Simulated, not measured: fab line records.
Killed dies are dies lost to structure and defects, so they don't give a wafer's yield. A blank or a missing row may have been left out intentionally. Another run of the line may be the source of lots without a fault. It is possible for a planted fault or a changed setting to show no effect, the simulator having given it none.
Chamber matching -- flow nand_harc -- NHARC_A_CHANNEL_HOLE_D1_ETCH_44 on rie_diel-09 has 4 sister chambers
The step etches the open film in CF4/O2, target depth 140 nm, overetch 14 nm, time 77 s. 14 wafers are shown with their chamber, then 7 later ones without.

== WAFERS PAIRED WITH THEIR CHAMBERS ==
wafer,chamber,showerhead_plenum_p_Torr (Torr),drypump_motor_current_A (A),rf_vpp_V (V)
L697.2,0,1.29,5.8,197.6
L697.3,2,1.39,6.5,198.8
L697.4,1,1.39,6.0,198.9
L701.1,2,1.39,6.5,200.0
L701.4,1,1.39,6.0,199.9
L701.5,0,1.29,5.7,197.8
L702.4,1,1.39,6.0,199.0
L702.5,3,1.26,6.3,196.5
L702.6,0,1.29,5.7,197.9
L703.3,0,1.29,5.7,197.7
L703.4,3,1.26,6.3,195.8
L703.6,0,1.29,5.7,197.3
L705.2,0,1.29,5.7,197.6
L705.5,3,1.25,6.3,195.9

SIGNATURES (means of the wafers above)
reading,chamber 0,chamber 1,chamber 2,chamber 3,scatter within a chamber
showerhead_plenum_p_Torr,1.2900,1.3900,1.3900,1.2567,0.00258
drypump_motor_current_A,5.717,6.000,6.500,6.300,0.0289
rf_vpp_V,197.650,199.267,199.400,196.067,0.428
Rule: a wafer's distance from a chamber is the root of the sum, over the readings, of the square of ((its reading less the chamber's mean) divided by the reading's scatter). The wafer belongs to the nearest chamber; if the next one is less than 2 further off, it can't be placed. The scatter is the square root of a quotient: the sum, over the shown wafers, of each reading's squared deviation from its chamber's mean, divided by wafers minus chambers.

== WAFERS MISSING THEIR CHAMBER ==
wafer,showerhead_plenum_p_Torr (Torr),drypump_motor_current_A (A),rf_vpp_V (V)
L705.6,1.39,6.5,199.6
L708.1,1.39,6.0,200.2
L708.4,1.25,6.3,195.3
L708.6,1.39,6.5,198.8
L719.1,1.39,6.5,199.6
L719.4,1.39,6.0,198.4
L719.6,1.29,5.8,197.1

== WHICH CHAMBER EACH ONE RAN IN ==
wafer,from the rows above,in truth
L705.6,2,2
L708.1,1,1
L708.4,3,3
L708.6,2,2
L719.1,2,2
L719.4,1,1
L719.6,0,0
Correctly placed: 7 of 7. Left unplaced by these rows: 0. 0 placed wrongly.
